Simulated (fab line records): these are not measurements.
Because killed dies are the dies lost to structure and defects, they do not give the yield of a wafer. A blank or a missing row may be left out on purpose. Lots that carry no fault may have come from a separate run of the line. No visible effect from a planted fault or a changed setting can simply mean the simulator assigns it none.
Split-lot experiment ; flow n5 finfet ; 21 wafers read across 7 lots, on a route 1938 steps long

## THE SPLIT ITSELF
At N5_BEOL_M5_COAT_66 (time 60 s, resist thk 12 nm), the setting spin rpm was moved away from the recipe's 1500 rpm on 10 of the 21 wafers read, by -10.1% to +4.6%. All remaining wafers had this setting at the recipe value.

## FROM THE SPLIT TO THE READING: what the file shows between them, 5 steps
- N5_BEOL_M5_COAT_74: time 60 s, resist thk 5 nm (also split here: spin rpm)
- N5_BEOL_M5_COAT_22: resist thk 30 nm
- N5_BEOL_M5_EBR_24
- N5_BEOL_M5_DESCUM_33: chemistry O2, time 7 s
- N5_BEOL_M5_ETCH_75: etches underlayer in N2/H2, target depth 6.5 nm, time 5.2 s

## THE READING
etch.depth nm (the simulator's own value, which no gauge read), in nm, at N5_BEOL_M5_ETCH_67 (etches SiARC in CF4, target depth 15.6 nm, time 26 s). No usual value for it is given in the file. The 11 wafers here that ran the recipe average 12.02 nm, standard deviation 0.055 nm.

wafer;tool, chamber at the split;spin rpm as run, rpm;against the recipe;etch.depth nm, nm;against lot-mates on the recipe
L079.2;litho track-03, 0;1379;-8.1%;12.51;+0.49
L079.5;litho track-03, 0;1500;recipe;12.03;-
L079.6;litho track-03, 0;1500;recipe;12;-
L081.1;litho track-05, 0;1569;+4.6%;11.77;no lot-mate on the recipe
L081.3;litho track-05, 0;1569;+4.6%;11.72;no lot-mate on the recipe
L081.5;litho track-05, 0;1569;+4.6%;11.74;no lot-mate on the recipe
L083.1;litho track-03, 0;1349;-10.1%;12.68;+0.62
L083.3;litho track-03, 0;1500;recipe;12.07;-
L083.4;litho track-03, 0;1500;recipe;12.04;-
L084.2;litho track-05, 0;1500;recipe;12.08;-
L084.5;litho track-05, 0;1500;recipe;12.09;-
L084.6;litho track-05, 0;1500;recipe;12.1;-
L091.2;litho track-03, 0;1370;-8.7%;12.53;+0.56
L091.4;litho track-03, 0;1500;recipe;11.93;-
L091.6;litho track-03, 0;1500;recipe;12.01;-
L094.1;litho track-03, 0;1500;recipe;11.97;-
L094.2;litho track-03, 0;1417;-5.5%;12.36;+0.39
L094.3;litho track-03, 0;1417;-5.5%;12.31;+0.34
L095.1;litho track-05, 0;1369;-8.7%;12.49;+0.54
L095.2;litho track-05, 0;1369;-8.7%;12.52;+0.57
L095.3;litho track-05, 0;1500;recipe;11.95;-

THE FIT
A straight line over all 21 wafers: etch.depth nm changes by -0.0593 nm for each +1% of spin rpm; r = -0.99; the points scatter about the line by 0.048 nm.
The same after taking each lot's own level away (the mean of its wafers on the recipe; 18 wafers): -0.0633 nm for each +1%; r = -1.00; scatter 0.021 nm.
That fit puts the effect of the largest move of spin rpm on the reading at 0.64 nm.
From 11.950 to 12.090 nm: that is the span of the lots' own levels, equal to 2.5 times the standard deviation above.
So the lot-to-lot level changes the slope little: the two slopes agree.
Check: +0.642 nm against its lot-mates is what the line predicts for one of the wafers moved furthest among these (-10.1%) when that wafer is left out of the fit. It came out at +0.625 nm against them.

## OTHER SPLITS ON THESE WAFERS
Before the reading, these wafers also passed through other splits. Each is held against what the fit with the lots' levels taken away leaves over:
other split on the same wafers;wafers away from the commonest value;r with etch.depth nm (lot level and that fit taken away)
N5_BEOL_M4_TRENCH_ETCH_37 time s;8;-0.06
N5_BEOL_M5_COAT_74 spin rpm;7;+0.28

## THE WHOLE CHAIN: every reading that the file lists as answering this split, in the file's order
step;what it does;reading;change (the file's fit);r (the file's)
N5_BEOL_M5_COAT_66;time 60 s, resist thk 12 nm;SiARC_of_BEOL_M5_COAT_66.thk nm (the simulator's own value, which no gauge read);-0.065 nm for each +1% of the setting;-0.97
N5_BEOL_M5_ETCH_67;etches SiARC in CF4, target depth 15.6 nm, time 26 s;etch.depth nm (the simulator's own value, which no gauge read);-0.0634 nm for each +1% of the setting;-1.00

## THE FILE'S OWN FIT
etch.depth nm changes by -0.0634 nm for each +1% of spin rpm, r = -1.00.
